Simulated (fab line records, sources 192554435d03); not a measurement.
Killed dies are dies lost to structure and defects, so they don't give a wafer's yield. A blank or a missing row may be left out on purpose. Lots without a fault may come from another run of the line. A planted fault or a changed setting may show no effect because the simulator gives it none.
Which tool did it? | flow n5_finfet | 11 lots, 33 wafers sampled, at 1 step of a route of 1938

WHAT THE GAUGES READ, wafer by wafer
N5_HKMG_FIN_OVL_MEAS_13. Usual: NWFM_OVL -0.4 nm, standard deviation 0.73.
lot  | measured    | on         | NWFM_OVL (nm)  | flag
L923 | day 4 15:15 | overlay-01 | -1.4 -1.1 -1.2 |
L924 | day 4 20:41 | overlay-01 | 0.4 0.4 -0.1   |
L925 | day 5 02:13 | overlay-01 | 0.8 -0.7 0.0   |
L926 | day 5 07:37 | overlay-02 | -1.9 -1.6 -0.5 |
L928 | day 5 20:38 | overlay-02 | -1.7 -0.8 -0.7 |
L930 | day 6 07:20 | overlay-01 | 0.1 -0.4 -0.1  |
L934 | day 7 11:35 | overlay-02 | -2.0 -0.2 -1.2 |
L935 | day 7 14:17 | overlay-02 | 0.8 0.0 1.0    |
L938 | day 8 07:58 | overlay-02 | -1.8 -2.4 -0.3 |
L943 | day 9 14:44 | overlay-01 | -1.3 -0.9 -1.1 |
L944 | day 9 20:43 | overlay-01 | -1.5 -0.2 -0.5 |

WHICH TOOL RAN EACH LOT (tool, then ch and the chambers of the sampled wafers, then the start)
The record holds no process step before these readings.

WHAT THE TOOLS THEMSELVES READ (means of the sampled wafers that have a number; where no wafer has one, the mark that the record gives instead)
The record holds no such reading with a usual standard deviation.

THE ANSWER, worked out from the rows above alone
Rule: a lot is off if the mean of its wafers that have a number lies more than 3 standard deviations from the usual mean. A lot without any number at a reading at which 4 lots or more have one is off too. The other lots that the step has rows for count as sound. The gauges are gone through in route order, then the tools' own readings, and for those a lot's mean is taken as printed above. The first step at which some lot is off is used, and at that step the reading that is off furthest; a lot without a number counts as furthest.
No lot is off at any reading shown: from this, nothing can be told.

WHAT THE SIMULATOR HAD PUT IN
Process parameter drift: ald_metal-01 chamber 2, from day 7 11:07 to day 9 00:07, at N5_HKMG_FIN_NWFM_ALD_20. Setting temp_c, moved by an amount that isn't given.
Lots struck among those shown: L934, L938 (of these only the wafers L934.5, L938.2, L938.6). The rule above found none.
